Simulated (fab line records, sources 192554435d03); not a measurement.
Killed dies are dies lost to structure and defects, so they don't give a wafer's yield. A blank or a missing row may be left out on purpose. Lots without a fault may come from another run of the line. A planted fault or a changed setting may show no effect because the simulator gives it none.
fab line records | flow n5_finfet
record lots=9 wafers=27 last_day=20
route steps=1938 shown BEOL_M1@836 BEOL_M2@854 BEOL_M4@1111
lots that met no fault: from a run of the same line without faults
start_h: hours from the record's first day to the start of the lot's first wafer shown | wait_h: hours since the lot's step before | " the same as in the row above | L1.1+2: a row that stands for several wafers | - no value, or no start given | * or withheld: withheld | < > ~ a bound
route shown NAME@n: a module of which the file shows steps, and the number in the route of the first | usual: mean/standard deviation of fault-free wafers | same: alike in all rows | chamber/n: place in a boat | sites: the reading at each site | _std_site: their standard deviation | _edge_site: outer sites' mean less inner sites' | radius_mm: how far each site lies from the wafer's centre | mask NAME#n: copy n | behind: the tool/chamber that last shaped the wafer | hold: why the lot was held/for how many hours/how that ended | device: the transistor (n, p or np) that didn't switch | end of line: the same wafers' tests at the end of the route | a step without rows: its recipe alone | killed: dies lost to structure and defects at the first sort, not the wafer's yield | map: a wafer's dies, x killed, . not, _ none there
set.NAME: the setting as run; set.NAME@STEP: as run at that earlier step | model.NAME: the simulator's own value behind a step, which no gauge read
steps of the route over a sample of lots; a table a step, a row a wafer
services: from which hour (start_h, from the record's first day; less than 0 if before it) a tool's chamber was out of use, for how many hours, and why
## steps
# step N5_BEOL_M1_CO_CAP_55
# recipe material=Co target_thk_a=20 temp_c=200 precursor=CCTBA/H2 pressure_torr=30 time_s=102.1
# usual heater_power_w=236/24
# columns lot.wafer tool chamber start_h wait_h heater_power_w
L470.2 cvd_co-02 1 133.17 0.0 273
L470.5 " 2 " " 210
L470.6 " 0 " " 227
L472.1 cvd_co-01 1 145.52 0.0 248
L472.2 " 0 " " 222
L472.4 " 0 " " 220
L477.1 cvd_co-02 1 188.19 0.0 283
L477.3 " 0 " " 226
L477.6 " 1 " " 276
L479.1 cvd_co-02 2 230.51 0.0 207
L479.4 " 0 " " 230
L479.6 " 1 " " 272
L481.2 cvd_co-02 2 242.65 0.0 204
L481.3 " 0 " " 231
L481.6 " 2 " " 209
L488.1 cvd_co-02 0 283.95 0.0 236
L488.2 " 2 " " 207
L488.5 " 1 " " 276
L489.1 cvd_co-02 0 286.81 0.0 227
L489.3 " 1 " " 270
L489.5 " 2 " " 210
L492.1 cvd_co-02 0 314.30 0.0 226
L492.2 " 1 " " 283
L492.3 " 2 " " 210
L490.1 cvd_co-02 1 315.21 0.0 272
L490.4 " 2 " " 205
L490.5 " 1 " " 279
# step N5_BEOL_M2_CD_MEAS_11
# recipe target_cd_nm=16.79 landing_energy_ev=500 detector=se_inlens polarity=opening
# usual cd_nm=16.76/0.23
# columns lot.wafer tool chamber start_h wait_h cd_nm
L470.2 cd_sem-03 0 133.97 - 17.05
L470.5 " 0 " " 17.01
L470.6 " 0 " " 16.56
L472.1 cd_sem-01 0 166.16 - 16.42
L472.2 " 0 " " 17.02
L472.4 " 0 " " 16.94
L477.1 cd_sem-02 0 212.14 - 16.05
L477.3 " 0 " " 16.74
L477.6 " 0 " " 16.58
L479.1 cd_sem-01 0 232.00 - 16.89
L479.4 " 0 " " 16.71
L479.6 " 0 " " 17.01
L481.2 cd_sem-01 0 244.87 - 16.78
L481.3 " 0 " " 17.03
L481.6 " 0 " " 16.69
L488.1 cd_sem-02 0 284.78 - 16.43
L488.2 " 0 " " 16.81
L488.5 " 0 " " 16.77
L489.1 cd_sem-01 0 290.12 - 16.98
L489.3 " 0 " " 16.46
L489.5 " 0 " " 16.44
L492.1 cd_sem-01 0 316.35 - 17.13
L492.2 " 0 " " 17.10
L492.3 " 0 " " 16.97
L490.1 cd_sem-01 0 317.11 - 16.84
L490.4 " 0 " " 16.95
L490.5 " 0 " " 16.49
# step N5_BEOL_M2_ETCH_63
# recipe chemistry=CF4 target=SiARC target_depth_a=156 mask_material=CAR-EUV time_s=26 ion_energy_ev=80 pressure_mtorr=40 source_w=545 bias_w=36 Ar_flow_sccm=100 cf4_flow_sccm=100 ends=cleared
# usual drypump_motor_current_A=5.8/0.38 etch_rf_on_time_s=25.77/0.29 mfc_ar_sccm=100.02/0.29 oes_product_au=0.67/0.052 rf_vpp_V=184.4/1.1 showerhead_plenum_p_Torr=2.17/0.054 throttle_valve_pct=15.64/0.17
# columns lot.wafer tool chamber start_h wait_h drypump_motor_current_A etch_rf_on_time_s mfc_ar_sccm oes_product_au rf_hours_counter_h rf_vpp_V showerhead_plenum_p_Torr throttle_valve_pct
L470.2 rie_diel-01 1 134.29 0.0 5.8 25.56 99.67 0.72 74 183.7 2.16 15.49
L470.5 " 0 " " 5.7 25.80 100.24 0.73 - 186.1 2.25 15.57
L470.6 " 3 " " 5.6 25.52 99.79 0.67 - 184.3 2.16 15.73
L472.1 rie_diel-04 3 166.39 0.0 6.4 26.19 99.85 0.65 181 185.9 2.22 15.45
L472.2 " 0 " " 6.4 25.24 99.61 0.82 8 185.9 2.28 15.46
L472.4 " 2 " " 5.4 25.91 100.34 0.61 197 185.3 2.20 16.07
L477.1 rie_diel-01 0 212.81 0.0 5.8 26.17 100.14 0.71 75 184.9 2.24 15.59
L477.3 " 3 " " 5.6 25.76 99.97 0.66 141 185.3 2.15 15.73
L477.6 " 3 " " 5.6 25.71 99.67 0.66 - 183.3 2.15 15.75
L479.1 rie_diel-01 3 232.18 0.0 5.6 16.95 100.38 0.84 146 184.9 2.15 15.76
L479.4 " 0 " " 5.7 26.40 100.02 0.70 80 183.8 2.24 15.61
L479.6 " 1 " " 5.8 16.71 99.73 0.91 - 183.3 2.15 15.55
L481.2 rie_diel-01 2 245.94 0.0 6.2 25.40 100.01 0.71 79 183.7 2.08 15.71
L481.3 " 0 " " 5.8 25.92 99.88 0.70 85 185.9 2.24 15.62
L481.6 " 3 " " 5.6 16.79 100.15 0.85 - 183.2 2.15 15.77
L488.1 rie_diel-04 2 284.95 0.0 5.4 26.27 99.67 0.58 237 185.2 2.19 16.17
L488.2 " 1 " " 5.3 26.15 99.87 0.66 128 185.5 2.14 15.38
L488.5 " 3 " " 6.5 26.25 99.89 0.62 - 184.2 2.21 15.52
L489.1 rie_diel-04 0 290.37 0.0 6.4 25.46 99.89 0.74 50 187.7 2.26 15.54
L489.3 " 1 " " 5.3 25.75 99.98 0.66 130 184.0 2.14 15.37
L489.5 " 1 " " 5.3 25.75 99.68 0.66 - 185.3 2.14 15.37
L492.1 rie_diel-01 2 316.71 0.0 6.2 25.50 99.85 0.69 108 183.3 2.07 15.78
L492.2 " 1 " " 5.8 25.61 99.89 0.67 127 184.1 2.14 15.61
L492.3 " 3 " " 5.6 25.58 100.27 0.63 180 185.2 2.14 15.83
L490.1 rie_diel-06 2 317.70 0.0 5.0 25.81 100.43 0.60 217 183.7 2.21 15.62
L490.4 " 3 " " 5.9 25.81 99.81 0.61 184 183.8 2.13 15.62
L490.5 " 0 " " 6.0 26.01 100.75 0.60 - 184.2 2.11 15.90
# step N5_BEOL_M2_STRIP_66
# recipe chemistry=CF4 resist=SiARC power_w=300 bias_power_w=75 pressure_mtorr=50 cf4_flow_sccm=150 rf_frequency_hz=6e+07
# usual drypump_motor_current_A=5.8/0.38 oes_product_au=0.78/0.057 rf_vpp_V=271.7/1.3 showerhead_plenum_p_Torr=1.82/0.046 throttle_valve_pct=13.61/0.18
# columns lot.wafer tool chamber start_h wait_h drypump_motor_current_A oes_product_au rf_hours_counter_h rf_vpp_V showerhead_plenum_p_Torr throttle_valve_pct
L470.2 rie_diel-01 1 134.45 0.0 5.8 0.83 74 269.4 1.80 13.46
L470.5 " 0 " " 5.8 0.84 - 273.0 1.88 13.51
L470.6 " 3 " " 5.6 0.78 - 271.0 1.80 13.68
L472.1 rie_diel-04 3 166.55 0.0 6.5 0.75 181 272.6 1.86 13.48
L472.2 " 0 " " 6.4 0.94 8 272.3 1.91 13.38
L472.4 " 2 " " 5.4 0.70 197 271.9 1.85 14.07
L477.1 rie_diel-01 0 212.97 0.0 5.7 0.83 75 273.7 1.88 13.56
L477.3 " 3 " " 5.6 0.75 141 272.0 1.79 13.69
L477.6 " 3 " " 5.6 0.76 - 271.2 1.80 13.69
L479.1 rie_diel-01 3 232.34 0.0 5.6 0.76 146 270.1 1.79 13.73
L479.4 " 0 " " 5.8 0.82 80 274.7 1.88 13.57
L479.6 " 1 " " 5.8 0.80 - 271.0 1.80 13.50
L481.2 rie_diel-01 2 246.10 0.0 6.2 0.82 80 270.2 1.75 13.66
L481.3 " 0 " " 5.7 0.81 85 273.3 1.88 13.58
L481.6 " 3 " " 5.6 0.75 - 270.1 1.79 13.72
L488.1 rie_diel-04 2 285.11 0.0 5.4 0.67 237 271.5 1.84 14.15
L488.2 " 1 " " 5.3 0.77 128 271.0 1.79 13.38
L488.5 " 3 " " 6.5 0.73 - 272.4 1.85 13.52
L489.1 rie_diel-04 0 290.54 0.0 6.4 0.85 50 273.7 1.90 13.49
L489.3 " 1 " " 5.3 0.76 130 271.8 1.79 13.39
L489.5 " 1 " " 5.3 0.76 - 271.5 1.79 13.40
L492.1 rie_diel-01 2 316.87 0.0 6.2 0.79 108 270.0 1.74 13.73
L492.2 " 1 " " 5.8 0.77 127 271.4 1.79 13.56
L492.3 " 3 " " 5.6 0.72 180 271.0 1.78 13.80
L490.1 rie_diel-06 2 317.86 0.0 5.0 0.69 217 274.1 1.86 13.63
L490.4 " 3 " " 5.9 0.71 184 271.3 1.78 13.60
L490.5 " 0 " " 5.9 0.70 - 270.6 1.78 13.92
# step N5_BEOL_M4_RC_MEAS_101
# usual DIBL_N=36.5/1.2 DIBL_P=36.5/1.6 IOFF_N=0.162/0.023 IOFF_P=0.221/0.03 ION_N=678/8 ION_P=466/6.3 SS_N=71.6/0.46 SS_P=73.3/0.57 VT_N=249.2/2.6 VT_P=-249/3.3
# columns lot.wafer tool chamber start_h wait_h DIBL_N[mV/V] DIBL_P[mV/V] IOFF_N[nA/um] IOFF_P[nA/um] ION_N[uA/um] ION_P[uA/um] SS_N[mV/dec] SS_P[mV/dec] VT_N[mV] VT_P[mV]
L470.2 prober-02 0 183.81 0.3 38.6 36.2 0.178 0.225 683 463 71.8 73.7 247.0 -252
L470.5 " 0 " " 36.6 34.8 0.144 0.207 665 460 71.2 73.2 249.8 -250
L470.6 " 0 " " 37.1 34.5 0.149 0.197 679 463 72.2 72.9 249.5 -252
L472.1 prober-02 0 242.59 0.4 35.9 36.2 0.143 0.197 676 470 71.2 73.5 251.3 -252
L472.2 " 0 " " 38.2 38.8 0.187 0.249 691 468 71.9 74.2 247.9 -249
L472.4 " 0 " " 34.9 34.9 0.126 0.177 664 458 71.0 73.4 253.5 -254
L477.1 prober-02 0 254.83 0.0 36.9 37.8 0.162 0.189 680 459 71.5 73.0 250.4 -253
L477.3 " 0 " " 36.6 37.4 0.155 0.180 667 454 71.3 74.0 251.2 -254
L477.6 " 0 " " 36.5 37.5 0.156 0.176 682 460 71.9 72.5 250.6 -256
L479.1 prober-02 0 265.30 0.0 37.9 37.1 0.180 0.229 680 463 71.7 73.1 246.5 -248
L479.4 " 0 " " 38.1 36.4 0.169 0.214 674 460 71.5 73.1 248.7 -249
L479.6 " 0 " " 38.1 37.2 0.179 0.227 678 468 72.0 72.6 247.2 -252
L481.2 prober-02 0 287.76 0.2 35.7 35.1 0.158 0.179 681 454 71.3 73.0 252.5 -254
L481.3 " 0 " " 36.7 35.9 0.175 0.192 680 455 71.9 73.6 246.2 -254
L481.6 " 0 " " 36.8 36.9 0.188 0.210 689 463 72.1 73.7 249.9 -250
L488.1 prober-01 0 323.73 0.0 36.2 38.9 0.194 0.254 695 471 72.0 73.8 247.0 -246
L488.2 " 0 " " 35.3 38.1 0.165 0.232 677 464 72.7 72.7 248.3 -248
L488.5 " 0 " " 34.6 36.3 0.152 0.215 678 465 71.9 73.0 251.2 -247
L489.1 prober-02 0 324.15 0.0 38.8 39.4 0.225 0.302 700 475 72.1 74.0 243.9 -244
L489.3 " 0 " " 36.4 36.0 0.173 0.244 682 471 71.6 72.6 246.0 -245
L489.5 " 0 " " 38.4 38.4 0.204 0.288 687 479 71.8 74.0 246.0 -244
L492.1 prober-02 0 357.87 0.0 36.5 36.1 0.189 0.268 692 478 71.5 73.4 246.6 -241
L492.2 " 0 " " 34.9 33.7 0.157 0.225 680 474 71.4 72.5 248.0 -245
L492.3 " 0 " " 34.3 34.0 0.154 0.230 686 477 71.4 72.6 248.0 -246
L490.1 prober-01 0 364.54 0.0 38.0 36.7 0.167 0.214 674 462 72.0 74.3 246.7 -249
L490.4 " 0 " " 37.1 35.6 0.155 0.203 677 465 71.5 72.9 248.8 -250
L490.5 " 0 " " 36.0 34.9 0.138 0.189 672 464 71.7 73.1 250.6 -249
## services
# columns tool chamber start_h hours kind
cvd_co-02 2 118.84 5.1 repair
rie_diel-04 0 124.52 - clean
rie_diel-04 0 124.52 - consumable_replace:focus_ring
rie_diel-04 0 124.52 - consumable_replace:showerhead
rie_diel-04 0 124.52 14.9 scheduled_down
rie_diel-04 0 124.52 14.9 vent_cycle
cvd_co-01 - 143.59 0.8 repair
rie_diel-06 - 152.62 0.9 repair
rie_diel-01 0 161.28 4.4 repair
rie_diel-01 1 187.71 6.8 repair
cvd_co-01 - 195.89 6.0 pm
cvd_co-02 - 201.89 2.8 pm
rie_diel-06 1 214.42 9.5 repair
cvd_co-02 2 223.43 4.4 repair
rie_diel-01 - 234.77 2.8 pm
rie_diel-06 3 258.10 3.1 repair
rie_diel-04 3 260.32 20.8 repair
cvd_co-01 - 266.85 28.1 pm
rie_diel-06 1 301.28 8.3 repair
rie_diel-06 - 310.71 2.8 pm
rie_diel-01 0 311.39 14.6 repair
rie_diel-04 2 317.65 - clean
rie_diel-04 2 317.65 - consumable_replace:focus_ring
rie_diel-04 2 317.65 19.5 scheduled_down
## key
first_sign step=N5_BEOL_M2_ETCH_63 reading=etch_rf_on_time_s direction=down sigmas=31 usual=* struck=*
effect step=N5_BEOL_M2_ETCH_63 reading=oes_product_au direction=up sigmas=3.7 usual=0.67 struck=0.86
met_at N5_BEOL_M2_ETCH_63
struck_lots L479,L481
struck_wafers L479.1,L479.6,L481.6
not_acting_at N5_BEOL_M1_CO_CAP_55,N5_BEOL_M2_CD_MEAS_11,N5_BEOL_M2_STRIP_66
onset_between 212.81 232.18
fault kind=process_parameter_drift tool=rie_diel-01 chamber=- onset_h=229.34 steps=N5_BEOL_M2_ETCH_63 channel=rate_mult offset=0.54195 shape=step end_h=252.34 scope=struck_wafers_only
